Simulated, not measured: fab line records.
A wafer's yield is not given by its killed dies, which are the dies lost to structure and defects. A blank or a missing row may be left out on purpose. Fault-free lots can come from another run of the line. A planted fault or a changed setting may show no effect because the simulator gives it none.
A lot that was struck, set against a sound lot / flow nand-harc / 25 out of 1159 route steps
Sound: the wafers L614.1, L614.4, L614.6. Wafers struck: L627.3, L627.4, L627.6. Last of all comes the cause.
Per side, at each step with rows, come the tool, then ch with its chambers, and then its first start. Under that, the readings that differ: sound wafers / struck wafers / difference of the means / sigmas: that difference in standard deviations of wafers without a fault.
alike: words and numbers the same on both sides, and readings whose means are apart by under 2 such deviations; not compared: readings that were withheld, readings missing a value for some wafer, numbers with overlapping values and no deviation given by the record, and bounds like >300 which may hide the same value.
The two part at a step that has a row with sigmas, a row that says differs or no value, or rows on one side only. Non-overlapping numbers with no deviation appear without sigmas and do not part them. A reading that every wafer of one side lacks parts them only if that side has two wafers or more.

first, 5 steps without rows for these wafers: NHARC_A_SLIT_SOFTBAKE_04 (time 55 s); NHARC_A_SLIT_EBR_05; NHARC_A_SLIT_EXPOSE_06 (exposes mask SLIT); NHARC_A_SLIT_PEB_07 (peb time 65 s); NHARC_A_SLIT_DEVELOP_08 (develop time 35 s).
NHARC_A_SLIT_CD_MEAS_09: target cd 300 nm.
  sound on cd-sem-02 ch 0, day 15 16:23; struck on cd-sem-01 ch 0, day 18 21:31
  alike: cd-nm
NHARC_A_SLIT_OVL_MEAS_10:
  sound: overlay-01 at day 15 16:29; struck: overlay-01 at day 18 21:36
  alike: overlay-x-nm, overlay-y-nm
NHARC_A_SLIT_INSPECT_11:
  sound: defect-inspect-02 at day 15 16:31; struck: defect-inspect-02 at day 18 21:38
  alike: raw-defect-count
then, 1 step without rows for these wafers: NHARC_A_SLIT_DESCUM_14 (chemistry O2, time 3 s).
NHARC_A_SLIT_ETCH_24: etches the open film in CF4/CHF3, target depth 121 nm, time 60.5 s.
  sound on rie-diel-02 ch 0,1,2, day 15 16:40; struck on rie-diel-07 ch 0,2,3, day 18 21:48
  alike: cf4-flow-sccm, drypump-motor-current-A, oes-product-au, rf-fwd-power-W, rf-vpp-V, showerhead-plenum-p-Torr, throttle-valve-pct
  not compared: rf-hours-counter-h
then, 1 step without rows for these wafers: NHARC_A_SLIT_ETCH_15 (etches the open film in O2/COS, target depth 3200 nm, time 832 s).
NHARC_A_SLIT_ETCH_17: etches the open film in C4F8/O2/Ar, time 1687.5 s, target depth 10100 nm.
  sound on har-etch-02 ch 0, day 15 17:36; struck on har-etch-01 ch 0,1, day 18 22:57
  alike: drypump-motor-current-A, showerhead-plenum-p-Torr, throttle-valve-pct
  not compared: rf-hours-counter-h
NHARC_A_SLIT_ETCH_26: etches the open film in C4F8/O2/Ar, time 90 s, target depth 400 nm.
  sound on har-etch-02 ch 0, day 15 18:52; struck on har-etch-01 ch 0,1, day 18 23:59
  alike: drypump-motor-current-A, rf-fwd-power-W, showerhead-plenum-p-Torr, throttle-valve-pct
  not compared: rf-hours-counter-h
then, 1 step without rows for these wafers: NHARC_A_SLIT_STRIP_28 (strips in O2/COS).
NHARC_A_SLIT_ETCH_29: etches the open film in CF4/O2, target depth 100 nm, overetch 10 nm, time 55 s.
  sound on rie-diel-06 ch 0,1,3, day 15 19:28; struck on rie-diel-02 ch 0,1,3, day 19 00:33
  alike: cf4-flow-sccm, drypump-motor-current-A, oes-product-au, rf-fwd-power-W, rf-vpp-V, showerhead-plenum-p-Torr, throttle-valve-pct
  not compared: rf-hours-counter-h
NHARC_A_SLIT_STRIP_18: strips in O2.
  sound on rie-diel-06 ch 2,3; struck on rie-diel-02 ch 1,2
  alike: drypump-motor-current-A, oes-product-au, rf-vpp-V, showerhead-plenum-p-Torr, throttle-valve-pct
  not compared: rf-hours-counter-h
then, 2 steps without rows for these wafers: NHARC_A_SLIT_PRECLEAN_19 (cleans in SC1); NHARC_A_SLIT_SRD_20.
NHARC_A_SLIT_CD_MEAS_21:
  sound: cd-sem-03 at day 15 19:59; struck: cd-sem-03 at day 19 01:05
  alike: cd-nm
then, 3 steps without rows for these wafers: NHARC_A_SIN_REMOVE_WET_00 (chemistry H3PO4, time 15300 s); NHARC_A_SIN_REMOVE_PRECLEAN_01 (cleans in SC1); NHARC_A_SIN_REMOVE_SRD_02.
NHARC_A_SIN_REMOVE_INSPECT_04:
  sound: defect-inspect-01 at day 16 04:04; struck: defect-inspect-02 at day 19 08:48
reading=raw-defect-count; sound=282 399 280; struck=709 680 684; difference=+371; sigmas=+5
NHARC_A_WL_FILL_ALD_00: deposits Al2O3, target thk 3 nm, pulse time 3 s, ald cycles 30.
  sound on ald-hk-01 ch 0,2,3, day 16 04:08; struck on ald-hk-01 ch 0,1,3, day 19 08:55
  alike: heater-power-w, precursor-pulse-height-rel
-- record jumps: 5 days between struck wafers' starts before vs after; left off in module A_WL_FILL, resumes in module END, first step shown is number 1159 of the route --
NHARC_END_SORT_01:
  sound on prober-01 ch 0, day 21 07:11; struck on prober-02 ch 0, day 24 20:55
reading=killed-at-array; sound=27 41; struck=81 89 118; difference=+62; sigmas=+7
reading=killed-at-other; sound=1 5; struck=0 0 0; difference=-3; sigmas=-2
reading=killed-dies; sound=29 48; struck=82 90 120; difference=+59; sigmas=+7
  alike: killed-at-periphery, killed-open, killed-short

## WHERE THEY PART
First at NHARC_A_SIN_REMOVE_INSPECT_04; last, within this record, at NHARC_END_SORT_01.

WHY: what the simulator had put in
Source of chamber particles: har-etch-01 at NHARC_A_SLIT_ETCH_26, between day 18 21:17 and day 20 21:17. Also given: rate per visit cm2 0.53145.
